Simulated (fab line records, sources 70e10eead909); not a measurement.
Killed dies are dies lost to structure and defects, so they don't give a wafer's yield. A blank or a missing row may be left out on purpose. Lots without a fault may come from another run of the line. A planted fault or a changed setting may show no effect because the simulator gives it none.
fab line records | flow nand_harc
record lots=7 wafers=21 last_day=27
route steps=1159 shown P_CONTACT@224 END@1159
lots that met no fault: from a run of the same line without faults
start_h: hours from the record's first day to the start of the lot's first wafer shown | wait_h: hours since the lot's step before | " the same as in the row above | L1.1+2: a row that stands for several wafers | - no value, or no start given | * or withheld: withheld | < > ~ a bound
route shown NAME@n: a module of which the file shows steps, and the number in the route of the first | usual: mean/standard deviation of fault-free wafers | same: alike in all rows | chamber/n: place in a boat | sites: the reading at each site | _std_site: their standard deviation | _edge_site: outer sites' mean less inner sites' | radius_mm: how far each site lies from the wafer's centre | mask NAME#n: copy n | behind: the tool/chamber that last shaped the wafer | hold: why the lot was held/for how many hours/how that ended | device: the transistor (n, p or np) that didn't switch | end of line: the same wafers' tests at the end of the route | a step without rows: its recipe alone | killed: dies lost to structure and defects at the first sort, not the wafer's yield | map: a wafer's dies, x killed, . not, _ none there
set.NAME: the setting as run; set.NAME@STEP: as run at that earlier step | model.NAME: the simulator's own value behind a step, which no gauge read
lots at some steps of the route; a table a step, a row a wafer
services: from which hour (start_h, from the record's first day; less than 0 if before it) a tool's chamber was out of use, for how many hours, and why
## steps
# step NHARC_P_CONTACT_COAT_33
# recipe temp_c=260 time_s=75
# step NHARC_P_CONTACT_COAT_34
# recipe temp_c=225 time_s=65
# step NHARC_P_CONTACT_COAT_06
# recipe spin_rpm=1500 resist_thk_nm=90
# step NHARC_P_CONTACT_SOFTBAKE_07
# recipe temp_c=105 time_s=55
# step NHARC_P_CONTACT_EBR_08
# step NHARC_P_CONTACT_EXPOSE_09
# recipe na=1.35 target_cd_nm=90 dose_mj=81.26 mask_id=P_CA
# step NHARC_P_CONTACT_PEB_10
# recipe peb_temp_c=100 peb_time_s=65
# step NHARC_P_CONTACT_DEVELOP_11
# recipe develop_time_s=35 dev_temp_c=23
# step NHARC_P_CONTACT_CD_MEAS_12
# recipe target_cd_nm=90 landing_energy_ev=500
# usual cd_nm=89.7/0.53
# columns lot.wafer tool chamber start_h wait_h cd_nm
L224.2 cd_sem-01 0 126.40 - 89.6
L224.3 " 0 " " 89.4
L224.5 " 0 " " 89.8
L232.1 cd_sem-02 0 189.83 - 89.4
L232.2 " 0 " " 88.9
L232.3 " 0 " " 89.7
L233.1 cd_sem-03 0 191.99 - 88.5
L233.3 " 0 " " 88.8
L233.5 " 0 " " 89.3
L234.1 cd_sem-02 0 197.58 - 89.7
L234.2 " 0 " " 90.2
L234.3 " 0 " " 90.2
L237.3 cd_sem-01 0 202.74 - 90.7
L237.4 " 0 " " 90.6
L237.6 " 0 " " 91.0
L236.1 cd_sem-03 0 203.89 - 88.7
L236.4 " 0 " " 89.8
L236.5 " 0 " " 89.5
L243.1 cd_sem-01 0 240.44 - 88.5
L243.3 " 0 " " 89.0
L243.4 " 0 " " 89.2
# step NHARC_P_CONTACT_OVL_MEAS_13
# usual overlay_x_nm=-0.1/0.89 overlay_y_nm=0.2/0.73
# columns lot.wafer tool chamber start_h wait_h overlay_x_nm overlay_y_nm
L224.2 overlay-02 - 126.49 - -0.6 -0.9
L224.3 " - " " 0.4 -0.8
L224.5 " - " " 0.2 -0.4
L232.1 overlay-01 - 189.92 - -0.7 0.1
L232.2 " - " " -0.5 0.3
L232.3 " - " " 0.0 -0.3
L233.1 overlay-01 - 192.08 - -0.7 1.5
L233.3 " - " " 0.1 1.3
L233.5 " - " " 0.1 1.4
L234.1 overlay-02 - 197.67 - 0.0 0.5
L234.2 " - " " -0.7 1.3
L234.3 " - " " -0.4 1.2
L237.3 overlay-01 - 202.83 - 0.0 0.6
L237.4 " - " " 0.2 0.8
L237.6 " - " " 0.2 1.3
L236.1 overlay-01 - 203.98 - 0.7 -1.5
L236.4 " - " " 0.8 -1.1
L236.5 " - " " 0.9 -1.4
L243.1 overlay-02 - 240.54 - -0.3 0.2
L243.3 " - " " 0.0 0.6
L243.4 " - " " -0.3 0.1
# step NHARC_P_CONTACT_INSPECT_14
# usual raw_defect_count=2.9/1.8
# columns lot.wafer tool chamber start_h wait_h raw_defect_count
L224.2 defect_inspect-01 - 126.53 0.0 4
L224.3 " - " " 2
L224.5 " - " " 3
L232.1 defect_inspect-02 - 189.96 0.0 2
L232.2 " - " " 5
L232.3 " - " " 2
L233.1 defect_inspect-01 - 192.12 0.0 0
L233.3 " - " " 3
L233.5 " - " " 4
L234.1 defect_inspect-01 - 197.70 0.0 5
L234.2 " - " " 4
L234.3 " - " " 5
L237.3 defect_inspect-01 - 202.86 0.0 4
L237.4 " - " " 0
L237.6 " - " " 7
L236.1 defect_inspect-02 - 204.01 0.0 1
L236.4 " - " " 2
L236.5 " - " " 2
L243.1 defect_inspect-02 - 240.57 0.0 0
L243.3 " - " " 5
L243.4 " - " " 4
# step NHARC_P_CONTACT_DESCUM_17
# recipe time_s=3 o2_flow_sccm=200 ar_flow_sccm=0 bias_power_w=0 chemistry=O2
# usual drypump_motor_current_A=5.6/0.35 oes_product_au=0.997/0.007 rf_vpp_V=57.9/0.89 showerhead_plenum_p_Torr=1.95/0.099 throttle_valve_pct=11.312/0.0089
# columns lot.wafer tool chamber start_h wait_h drypump_motor_current_A oes_product_au rf_hours_counter_h rf_vpp_V showerhead_plenum_p_Torr throttle_valve_pct
L224.2 rie_diel-06 0 126.59 0.1 5.8 1.007 6 57.0 1.78 11.313
L224.3 " 1 " " 6.1 0.997 6 57.8 2.06 11.323
L224.5 " 1 " " 6.1 0.998 - 59.1 2.06 11.322
L232.2 rie_diel-08 0 190.02 0.1 5.3 0.993 5 57.0 1.90 11.316
L232.3 " 1 " " 5.2 1.012 6 57.7 1.96 11.316
L232.1 " 2 " " 5.9 0.998 6 60.2 2.05 11.304
L233.3 rie_diel-06 3 192.19 0.1 5.2 0.994 13 58.7 2.05 11.309
L233.1 " 0 " " 5.8 0.991 12 57.2 1.78 11.307
L233.5 " 3 " " 5.2 0.999 - 58.3 2.05 11.322
L234.1 rie_diel-08 1 197.77 0.1 5.2 1.008 6 59.1 1.96 11.317
L234.2 " 2 " " 5.9 0.991 7 57.8 2.05 11.310
L234.3 " 3 " " 5.5 1.003 6 59.0 1.98 11.297
L237.4 rie_diel-08 2 202.92 0.1 5.9 0.989 7 59.0 2.05 11.303
L237.3 " 3 " " 5.5 0.982 7 58.2 1.98 11.312
L237.6 " 2 " " 5.9 0.992 - 59.0 2.05 11.313
L236.4 rie_diel-08 1 204.09 0.1 5.2 1.005 7 59.1 1.96 11.314
L236.1 " 2 " " 5.9 1.002 8 56.3 2.05 11.310
L236.5 " 0 " " 5.3 0.999 - 56.6 1.89 11.314
L243.3 rie_diel-06 2 240.65 0.1 5.6 0.992 18 57.7 1.91 11.306
L243.1 " 3 " " 5.2 1.005 20 58.2 2.04 11.309
L243.4 " 0 " " 5.8 0.999 19 55.8 1.78 11.315
# step NHARC_P_CONTACT_ETCH_35
# recipe target_depth_a=390 over_etch_frac=0.3 time_s=65 ion_energy_ev=80 cf4_flow_sccm=150 ar_flow_sccm=0 rf_w=300 bias_w=100 chemistry=CF4
# usual bias_w=100.0/0.31 cf4_flow_sccm=150.0/0.46 drypump_motor_current_A=5.5/0.34 oes_product_au=0.999/0.0076 rf_vpp_V=151.6/1.4 showerhead_plenum_p_Torr=1.80/0.084 throttle_valve_pct=13.284/0.0093
# columns lot.wafer tool chamber start_h wait_h bias_w cf4_flow_sccm drypump_motor_current_A oes_product_au rf_hours_counter_h rf_vpp_V showerhead_plenum_p_Torr throttle_valve_pct
L224.3 rie_diel-06 2 126.68 0.1 99.5 150.7 5.6 0.982 6 150.8 1.77 13.284
L224.2 " 0 " " 100.0 149.6 5.8 0.999 6 149.6 1.66 13.276
L224.5 " 1 " " 99.5 150.0 6.1 0.996 - 152.3 1.89 13.276
L232.3 rie_diel-08 1 190.10 0.1 100.4 149.7 5.2 1.000 6 152.0 1.81 13.279
L232.1 " 3 " " 99.9 150.0 5.5 0.991 5 151.8 1.83 13.281
L232.2 " 0 " " 99.5 149.2 5.3 1.002 5 150.3 1.75 13.279
L233.3 rie_diel-06 3 192.28 0.1 100.0 151.2 5.2 1.007 13 154.6 1.88 13.287
L233.1 " 0 " " 100.2 149.7 5.7 1.004 12 148.7 1.65 13.282
L233.5 " 2 " " 99.8 149.8 5.6 0.982 - 151.7 1.77 13.281
L234.2 rie_diel-08 2 197.85 0.1 - - - - - - - -
L234.3 " 3 " " - - - - - - - -
L234.1 " 0 " " - - - - - - - -
L237.3 rie_diel-08 1 203.02 0.1 - - - - - - - -
L237.4 " 2 " " - - - - - - - -
L237.6 " 0 " " - - - - - - - -
L236.1 rie_diel-08 2 204.17 0.1 - - - - - - - -
L236.4 " 3 " " - - - - - - - -
L236.5 " 1 " " - - - - - - - -
L243.3 rie_diel-06 0 240.73 0.1 100.2 150.4 5.8 0.988 19 150.5 1.65 13.290
L243.1 " 2 " " 99.7 149.3 5.6 0.986 18 151.0 1.76 13.284
L243.4 " 3 " " 100.6 149.3 5.1 0.996 20 152.1 1.88 13.274
# step NHARC_P_CONTACT_ETCH_36
# recipe target_depth_a=2600 over_etch_frac=0.25 time_s=406.25 ion_energy_ev=200 n2_flow_sccm=150 h2_flow_sccm=150 ar_flow_sccm=0 rf_w=400 bias_w=150 chemistry=N2/H2
# usual bias_w=150.0/0.41 chamber_pressure_mTorr=30.000/0.028 drypump_motor_current_A=5.5/0.33 oes_product_au=0.997/0.0079 rf_vpp_V=431.7/2.9 showerhead_plenum_p_Torr=2.08/0.11 throttle_valve_pct=14.172/0.0096
# columns lot.wafer tool chamber start_h wait_h bias_w chamber_pressure_mTorr drypump_motor_current_A oes_product_au rf_hours_counter_h rf_vpp_V showerhead_plenum_p_Torr throttle_valve_pct
L224.3 rie_diel-06 2 - - 150.3 30.003 5.6 0.993 6 430.6 2.04 14.192
L224.2 " 3 " " 150.7 30.018 5.2 1.001 6 433.0 2.19 14.155
L224.5 " 2 " " 150.3 30.005 5.6 0.987 - 430.7 2.04 14.159
L232.1 rie_diel-08 1 - - 149.6 29.995 5.2 1.015 6 432.6 2.09 14.173
L232.3 " 3 " " 150.8 29.974 5.5 0.996 5 432.8 2.11 14.164
L232.2 " 0 " " 150.0 30.016 5.3 1.019 6 430.9 2.02 14.181
L233.1 rie_diel-06 0 - - 150.2 30.034 5.8 0.994 12 426.6 1.89 14.180
L233.3 " 2 " " 150.0 30.032 5.6 0.983 12 429.1 2.04 14.187
L233.5 " 2 " " 150.3 30.052 5.6 0.984 - 429.1 2.04 14.192
L234.3 rie_diel-08 3 197.97 0.1 150.0 29.978 5.5 0.999 6 433.5 2.11 14.187
L234.1 " 0 " " 149.3 30.021 5.3 1.006 6 430.7 2.02 14.176
L234.2 " 1 " " 149.7 30.001 5.2 1.010 7 432.0 2.09 14.186
L237.3 rie_diel-08 3 203.10 0.1 150.2 30.018 5.5 0.996 7 431.4 2.11 14.162
L237.4 " 1 " " 149.3 29.987 5.2 1.012 7 431.0 2.09 14.171
L237.6 " 3 " " 149.9 30.032 5.5 0.997 - 433.0 2.11 14.161
L236.4 rie_diel-08 0 204.31 0.1 150.0 29.977 5.3 1.003 7 430.2 2.02 14.168
L236.1 " 1 " " 149.5 30.030 5.2 1.002 7 432.3 2.09 14.171
L236.5 " 2 " " 150.2 29.970 5.9 1.003 - 434.0 2.19 14.178
L243.1 rie_diel-06 1 - - 149.5 30.027 6.1 1.000 15 434.0 2.20 14.165
L243.4 " 2 " " 150.4 29.974 5.6 0.983 18 430.5 2.03 14.175
L243.3 " 3 " " 149.9 29.970 5.1 0.999 20 434.4 2.18 14.165
# step NHARC_END_SORT_01
# recipe temp_c=25
# usual killed_at_array=28/11 killed_at_other=0.9/1.2 killed_at_periphery=2.6/2.1 killed_dies=31/11 killed_open=3.1/1.7 killed_short=1.9/1.3
# same gross_dies=677
# columns lot.wafer tool chamber start_h wait_h killed_at_array killed_at_other killed_at_periphery killed_dies killed_open killed_short
L232.1 prober-01 0 572.49 2.5 40 0 0 40 1 3
L232.2 prober-01 0 573.29 2.8 32 0 5 37 2 5
L232.3 prober-01 0 574.09 3.1 32 0 3 35 5 2
L233.5 prober-01 0 596.82 3.7 25 0 3 28 6 2
L236.1 prober-02 0 598.41 2.5 14 1 662 677 2 1
L236.4 prober-02 0 600.79 3.4 30 0 647 677 4 2
L236.5 prober-02 0 601.58 3.7 19 4 654 677 3 2
L234.1 prober-01 0 601.47 2.5 32 1 644 677 5 2
L234.2 prober-01 0 602.28 2.8 35 1 641 677 3 4
L234.3 prober-01 0 603.09 3.1 34 0 643 677 2 3
L237.3 prober-01 0 610.92 3.1 30 1 646 677 3 4
L237.4 prober-01 0 611.72 3.4 31 0 646 677 2 1
L237.6 prober-01 0 613.32 4.0 30 2 645 677 3 3
# killed by level:class
L232.1 A_CHANNEL_HOLE_D1:chamber_film_flake=20 A_SLIT:chamber_film_flake=13 A_CHANNEL_HOLE_D1:geometric_particle:short=1 A_STAIRCASE:geometric_particle:open=1 A_SGD_CUT:geometric_particle:short=1 A_CONTACT:geometric_particle:short=1 A_STAIRCASE:chamber_film_flake=1 A_CHANNEL_FILL_D1:chamber_film_flake=1
L232.2 A_CHANNEL_HOLE_D1:chamber_film_flake=19 A_SLIT:chamber_film_flake=9 P_M0:geometric_particle:short=3 P_M2:geometric_particle:open=1 A_ONON_D1:geometric_particle:short=1 A_SGD_CUT:geometric_particle:short=1 A_CONTACT:geometric_particle:open=1 P_GATE:chamber_film_flake=1
L232.3 A_CHANNEL_HOLE_D1:chamber_film_flake=13 A_SLIT:chamber_film_flake=12 A_CHANNEL_FILL_D1:chamber_film_flake=2 P_GATE:geometric_particle:open=1 P_CONTACT:geometric_particle:open=1 P_M2:geometric_particle:open=1 A_SOURCE_PLATE:geometric_particle:open=1 A_ONON_D1:geometric_particle:short=1
L233.5 A_SLIT:chamber_film_flake=11 A_CHANNEL_HOLE_D1:chamber_film_flake=3 A_CHANNEL_FILL_D1:geometric_particle:open=2 A_CHANNEL_FILL_D1:chamber_film_flake=2 A_CONTACT:chamber_film_flake=2 P_CONTACT:geometric_particle:open=1 P_M0:geometric_particle:short=1 A_ONON_D1:geometric_particle:open=1
L236.1 P_CONTACT:area_etch=659 A_SLIT:chamber_film_flake=5 A_CONTACT:chamber_film_flake=5 P_CONTACT:geometric_particle:open=2 A_CHANNEL_HOLE_D1:chamber_film_flake=2 A_WL_FILL:geometric_particle:short=1 P_BONDPAD:chamber_film_flake=1 A_M0:chamber_film_flake=1
L236.4 P_CONTACT:area_etch=645 A_SLIT:chamber_film_flake=14 A_CHANNEL_HOLE_D1:chamber_film_flake=6 A_CONTACT:chamber_film_flake=5 A_SGD_CUT:geometric_particle:open=2 P_M0:geometric_particle:short=1 P_M1:geometric_particle:open=1 A_CONTACT:geometric_particle:open=1
L234.1 P_CONTACT:area_etch=639 A_CHANNEL_HOLE_D1:chamber_film_flake=19 P_M1:chamber_film_flake=4 A_M1:chamber_film_flake=3 A_CONTACT:geometric_particle:open=2 A_CONTACT:chamber_film_flake=2 A_ONON_D1:geometric_particle:short=1 A_SGD_CUT:geometric_particle:open=1
L236.5 P_CONTACT:area_etch=651 A_SLIT:chamber_film_flake=9 A_CONTACT:chamber_film_flake=5 THIN_TSV:chamber_film_flake=4 P_CONTACT:geometric_particle:open=2 A_CHANNEL_FILL_D1:geometric_particle:short=2 A_CHANNEL_HOLE_D1:chamber_film_flake=2 A_CONTACT:geometric_particle:open=1
L234.2 P_CONTACT:area_etch=639 A_CHANNEL_HOLE_D1:chamber_film_flake=18 A_M1:chamber_film_flake=6 A_CONTACT:chamber_film_flake=3 P_M1:chamber_film_flake=2 A_STAIRCASE:chamber_film_flake=2 A_ONON_D1:geometric_particle:open=1 A_CHANNEL_FILL_D1:geometric_particle:short=1
L234.3 P_CONTACT:area_etch=640 A_CHANNEL_HOLE_D1:chamber_film_flake=18 A_M1:chamber_film_flake=6 A_CONTACT:chamber_film_flake=3 P_M1:chamber_film_flake=2 A_STAIRCASE:chamber_film_flake=2 P_CONTACT:geometric_particle:short=1 A_ONON_D1:geometric_particle:short=1
L237.3 P_CONTACT:area_etch=641 A_CHANNEL_HOLE_D1:chamber_film_flake=17 P_M2:chamber_film_flake=5 A_STAIRCASE:chamber_film_flake=3 A_M1:chamber_film_flake=2 A_SOURCE_PLATE:geometric_particle:short=1 A_ONON_D1:geometric_particle:short=1 A_SGD_CUT:geometric_particle:open=1
L237.4 P_CONTACT:area_etch=645 A_CHANNEL_HOLE_D1:chamber_film_flake=19 A_STAIRCASE:chamber_film_flake=5 A_CONTACT:chamber_film_flake=3 A_ONON_D1:geometric_particle:short=1 A_CONTACT:geometric_particle:open=1 A_M1:geometric_particle:open=1 P_M2:chamber_film_flake=1
L237.6 P_CONTACT:area_etch=638 A_CHANNEL_HOLE_D1:chamber_film_flake=20 P_M2:chamber_film_flake=5 A_CONTACT:chamber_film_flake=3 A_STAIRCASE:chamber_film_flake=2 P_GATE:geometric_particle:short=1 A_ONON_D1:geometric_particle:open=1 A_CHANNEL_HOLE_D1:geometric_particle:open=1
# map L234.1 (x killed, . not)
____________x____________
_________xxxxxxx_________
_______xxxxxxxxxxx_______
______xxxxxxxxxxxxx______
_____xxxxxxxxxxxxxxx_____
____xxxxxxxxxxxxxxxxx____
____xxxxxxxxxxxxxxxxx____
___xxxxxxxxxxxxxxxxxxx___
___xxxxxxxxxxxxxxxxxxx___
__xxxxxxxxxxxxxxxxxxxxx__
__xxxxxxxxxxxxxxxxxxxxx__
_xxxxxxxxxxxxxxxxxxxxxxx_
_xxxxxxxxxxxxxxxxxxxxxxx_
_xxxxxxxxxxxxxxxxxxxxxxx_
_xxxxxxxxxxxxxxxxxxxxxxx_
_xxxxxxxxxxxxxxxxxxxxxxx_
xxxxxxxxxxxxxxxxxxxxxxxxx
xxxxxxxxxxxxxxxxxxxxxxxxx
xxxxxxxxxxxxxxxxxxxxxxxxx
xxxxxxxxxxxxxxxxxxxxxxxxx
xxxxxxxxxxxxxxxxxxxxxxxxx
_xxxxxxxxxxxxxxxxxxxxxxx_
_xxxxxxxxxxxxxxxxxxxxxxx_
_xxxxxxxxxxxxxxxxxxxxxxx_
_xxxxxxxxxxxxxxxxxxxxxxx_
_xxxxxxxxxxxxxxxxxxxxxxx_
__xxxxxxxxxxxxxxxxxxxxx__
__xxxxxxxxxxxxxxxxxxxxx__
___xxxxxxxxxxxxxxxxxxx___
___xxxxxxxxxxxxxxxxxxx___
____xxxxxxxxxxxxxxxxx____
____xxxxxxxxxxxxxxxxx____
_____xxxxxxxxxxxxxxx_____
______xxxxxxxxxxxxx______
_______xxxxxxxxxxx_______
_________xxxxxxx_________
____________x____________
# map L236.1 (x killed, . not)
____________x____________
_________xxxxxxx_________
_______xxxxxxxxxxx_______
______xxxxxxxxxxxxx______
_____xxxxxxxxxxxxxxx_____
____xxxxxxxxxxxxxxxxx____
____xxxxxxxxxxxxxxxxx____
___xxxxxxxxxxxxxxxxxxx___
___xxxxxxxxxxxxxxxxxxx___
__xxxxxxxxxxxxxxxxxxxxx__
__xxxxxxxxxxxxxxxxxxxxx__
_xxxxxxxxxxxxxxxxxxxxxxx_
_xxxxxxxxxxxxxxxxxxxxxxx_
_xxxxxxxxxxxxxxxxxxxxxxx_
_xxxxxxxxxxxxxxxxxxxxxxx_
_xxxxxxxxxxxxxxxxxxxxxxx_
xxxxxxxxxxxxxxxxxxxxxxxxx
xxxxxxxxxxxxxxxxxxxxxxxxx
xxxxxxxxxxxxxxxxxxxxxxxxx
xxxxxxxxxxxxxxxxxxxxxxxxx
xxxxxxxxxxxxxxxxxxxxxxxxx
_xxxxxxxxxxxxxxxxxxxxxxx_
_xxxxxxxxxxxxxxxxxxxxxxx_
_xxxxxxxxxxxxxxxxxxxxxxx_
_xxxxxxxxxxxxxxxxxxxxxxx_
_xxxxxxxxxxxxxxxxxxxxxxx_
__xxxxxxxxxxxxxxxxxxxxx__
__xxxxxxxxxxxxxxxxxxxxx__
___xxxxxxxxxxxxxxxxxxx___
___xxxxxxxxxxxxxxxxxxx___
____xxxxxxxxxxxxxxxxx____
____xxxxxxxxxxxxxxxxx____
_____xxxxxxxxxxxxxxx_____
______xxxxxxxxxxxxx______
_______xxxxxxxxxxx_______
_________xxxxxxx_________
____________x____________
## services
# columns tool chamber start_h hours kind
rie_diel-08 0 103.92 - clean
rie_diel-08 1 103.92 - clean
rie_diel-08 2 103.92 - clean
rie_diel-08 3 103.92 - clean
rie_diel-08 - 124.84 9.0 pm
rie_diel-08 0 124.84 9.0 vent_cycle
rie_diel-08 1 124.84 9.0 vent_cycle
rie_diel-08 2 124.84 9.0 vent_cycle
rie_diel-08 3 124.84 9.0 vent_cycle
rie_diel-08 0 133.84 - clean
rie_diel-08 1 133.84 - clean
rie_diel-08 2 133.84 - clean
rie_diel-08 3 133.84 - clean
rie_diel-08 0 158.37 - clean
rie_diel-08 1 158.37 - clean
rie_diel-08 2 158.37 - clean
rie_diel-08 3 158.37 - clean
rie_diel-08 - 159.65 0.1 repair
rie_diel-06 2 165.20 3.2 repair
rie_diel-06 2 169.35 5.5 repair
rie_diel-08 0 182.87 - clean
rie_diel-08 1 182.87 - clean
rie_diel-06 1 183.93 2.6 repair
rie_diel-06 1 190.50 16.4 repair
## key
first_sign step=NHARC_P_CONTACT_ETCH_35 reading=tool_record direction=missing
effect step=NHARC_END_SORT_01 reading=killed_at_periphery direction=up sigmas=99+ usual=2.6 struck=647.6
more_kills_born_at NHARC_P_CONTACT_ETCH_35@rie_diel-08=5797
met_at NHARC_P_CONTACT_ETCH_35
struck_wafers L234.1,L234.2,L234.3,L236.1,L236.4,L236.5,L237.3,L237.4,L237.6
later_rows_left_out L234.1,L234.2,L234.3,L236.1,L236.4,L236.5,L237.3,L237.4,L237.6
tester_left_out L234,L236,L237
onset_between 190.10 197.85
fault kind=skipped_step_whole tool=rie_diel-08 chamber=- onset_h=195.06 steps=NHARC_P_CONTACT_ETCH_35 scope=struck_lots_only
# tester_left_out: of these lots the tester's yield and bins aren't shown, on N5 and GAA mostly nor the transistor test; their killed dies are dies lost to structure and defects alone, not to doping, threshold or leakage, so they don't give the yield
# later_rows_left_out: the simulator's readings of these wafers behind a module that went badly wrong aren't trusted and aren't shown, but for the sort
